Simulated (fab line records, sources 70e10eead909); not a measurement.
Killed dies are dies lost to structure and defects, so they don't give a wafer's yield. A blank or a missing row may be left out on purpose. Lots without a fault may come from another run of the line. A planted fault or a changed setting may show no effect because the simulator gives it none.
Chamber matching | flow nand_harc | NHARC_A_CONTACT_DEP_24 on pecvd-04: 3 sister chambers
The step deposits SiO2, target thk 500 nm. 24 wafers are shown with their chamber, then 12 later ones without.

WAFERS WITH THEIR CHAMBER
wafer  | chamber | throttle_valve_pct (%) | heater_power_w (W)
L074.2 | 0       | 16.4                   | 700
L074.5 | 1       | 15.9                   | 532
L074.6 | 0       | 16.7                   | 532
L075.1 | 1       | 15.6                   | 522
L075.2 | 0       | 16.7                   | 699
L075.5 | 2       | 16.1                   | 572
L076.1 | 0       | 16.9                   | 693
L076.4 | 2       | 16.1                   | 708
L076.6 | 0       | 16.9                   | 533
L080.1 | 2       | 16.2                   | 673
L080.4 | 1       | 16.0                   | 505
L080.6 | 2       | 16.3                   | 709
L082.1 | 2       | 16.2                   | 705
L082.2 | 1       | 15.8                   | 512
L082.4 | 1       | 15.8                   | 534
L086.1 | 2       | 16.3                   | 695
L086.3 | 0       | 16.5                   | 679
L086.6 | 2       | 16.2                   | 710
L087.2 | 0       | 16.9                   | 686
L087.3 | 1       | 16.0                   | 499
L087.5 | 0       | 16.6                   | 686
L089.2 | 2       | 16.1                   | 578
L089.3 | 1       | 16.0                   | 511
L089.4 | 0       | 16.6                   | 530

SIGNATURES (means of the wafers above)
reading            | chamber 0 | chamber 1 | chamber 2 | scatter within a chamber
throttle_valve_pct | 16.689    | 15.871    | 16.188    | 0.147
heater_power_w     | 637.56    | 516.43    | 668.75    | 60.3
Rule: a wafer's distance from a chamber is the root of the sum, over the readings, of the square of ((its reading less the chamber's mean) divided by the reading's scatter). The wafer belongs to the nearest chamber; if the next one is less than 2 further off, it can't be placed. The scatter: the root of (the sum of the squares of (reading less its chamber's mean) over the shown wafers, divided by (wafers less chambers)).

WAFERS WITHOUT THEIR CHAMBER
wafer  | throttle_valve_pct (%) | heater_power_w (W)
L091.2 | 16.1                   | 648
L091.5 | 15.9                   | 459
L091.6 | 16.7                   | 591
L095.3 | 16.6                   | 641
L095.4 | 15.9                   | 471
L095.5 | 16.2                   | 749
L094.2 | 15.9                   | 640
L094.3 | 16.9                   | 658
L094.5 | 16.8                   | 497
L096.1 | 16.9                   | 615
L096.3 | 15.9                   | 492
L096.5 | 16.9                   | 631

WHICH CHAMBER EACH WENT THROUGH
wafer  | from the rows above     | in truth
L091.2 | can't be placed: 2 or 1 | 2
L091.5 | 1                       | 1
L091.6 | 0                       | 0
L095.3 | 0                       | 0
L095.4 | 1                       | 1
L095.5 | 2                       | 2
L094.2 | can't be placed: 2 or 1 | 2
L094.3 | 0                       | 0
L094.5 | 0                       | 0
L096.1 | 0                       | 0
L096.3 | 1                       | 1
L096.5 | 0                       | 0
Placed correctly: 10 of 12. Can't be placed from these rows: 2 (the true chamber is among the candidates in 2). Placed wrongly: 0.
